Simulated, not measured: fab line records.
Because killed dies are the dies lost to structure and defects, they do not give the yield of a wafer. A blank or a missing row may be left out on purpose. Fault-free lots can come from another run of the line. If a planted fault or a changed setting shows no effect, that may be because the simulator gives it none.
Chamber matching | flow n5_finfet | rie_diel-03 running N5_GATE_CUT_ETCH_28: 4 sister chambers
The step etches underlayer in N2/H2, target depth 13 nm, time 10.4 s. 20 wafers are shown with their chamber, then 10 later ones without.

== WAFERS PAIRED WITH THEIR CHAMBERS ==
wafer  | chamber | showerhead_plenum_p_Torr (Torr) | throttle_valve_pct (%) | drypump_motor_current_A (A)
L074.2 | 1       | 2.54                            | 18.25                  | 5.7
L074.5 | 3       | 2.65                            | 17.94                  | 5.5
L074.6 | 0       | 2.69                            | 17.95                  | 5.9
L077.1 | 1       | 2.54                            | 18.25                  | 5.8
L077.2 | 0       | 2.69                            | 17.96                  | 6.0
L077.5 | 2       | 2.43                            | 17.90                  | 5.7
L078.1 | 0       | 2.69                            | 17.96                  | 6.0
L078.3 | 2       | 2.43                            | 17.93                  | 5.7
L078.5 | 0       | 2.69                            | 17.97                  | 5.9
L080.3 | 1       | 2.54                            | 18.27                  | 5.8
L080.5 | 2       | 2.43                            | 17.91                  | 5.7
L080.6 | 3       | 2.65                            | 17.96                  | 5.5
L082.1 | 3       | 2.65                            | 17.96                  | 5.5
L082.3 | 1       | 2.54                            | 18.28                  | 5.8
L082.4 | 0       | 2.68                            | 17.99                  | 5.9
L087.2 | 1       | 2.53                            | 18.31                  | 5.7
L087.3 | 2       | 2.42                            | 17.96                  | 5.7
L087.5 | 2       | 2.42                            | 17.95                  | 5.7
L088.2 | 0       | 2.68                            | 17.98                  | 5.9
L088.4 | 2       | 2.42                            | 17.95                  | 5.7

SIGNATURES, as means of the wafers listed above
reading                  | chamber 0 | chamber 1 | chamber 2 | chamber 3 | scatter within a chamber
showerhead_plenum_p_Torr | 2.6867    | 2.5380    | 2.4250    | 2.6500    | 0.00477
throttle_valve_pct       | 17.9683   | 18.2720   | 17.9333   | 17.9533   | 0.0206
drypump_motor_current_A  | 5.933     | 5.760     | 5.700     | 5.500     | 0.0398
Rule: distance of a wafer from a chamber = root of the sum over the readings of ((wafer's reading minus chamber's mean) / reading's scatter) squared. The wafer belongs to the nearest chamber; if the next one is less than 2 further off, it can't be placed. How the scatter is found: for the shown wafers, subtract from each reading the mean of its chamber, square and add these, divide the total by (wafers less chambers), then take the root.

== WAFERS MISSING THEIR CHAMBER ==
wafer  | showerhead_plenum_p_Torr (Torr) | throttle_valve_pct (%) | drypump_motor_current_A (A)
L088.5 | 2.53                            | 18.29                  | 5.8
L090.1 | 2.68                            | 18.02                  | 5.9
L090.4 | 2.42                            | 17.97                  | 5.7
L090.5 | 2.53                            | 18.32                  | 5.8
L093.1 | 2.67                            | 18.03                  | 5.9
L093.3 | 2.64                            | 18.01                  | 5.6
L093.5 | 2.42                            | 17.98                  | 5.7
L096.1 | 2.67                            | 18.03                  | 5.9
L096.2 | 2.63                            | 18.01                  | 5.5
L096.3 | 2.42                            | 17.99                  | 5.7

== WHICH CHAMBER EACH WENT THROUGH ==
wafer  | from the rows above | in truth
L088.5 | 1                   | 1
L090.1 | 0                   | 0
L090.4 | 2                   | 2
L090.5 | 1                   | 1
L093.1 | 0                   | 0
L093.3 | 3                   | 3
L093.5 | 2                   | 2
L096.1 | 0                   | 0
L096.2 | 3                   | 3
L096.3 | 2                   | 2
Placed correctly: 10 of 10. Can't be placed from these rows: 0. Wrongly placed: 0.
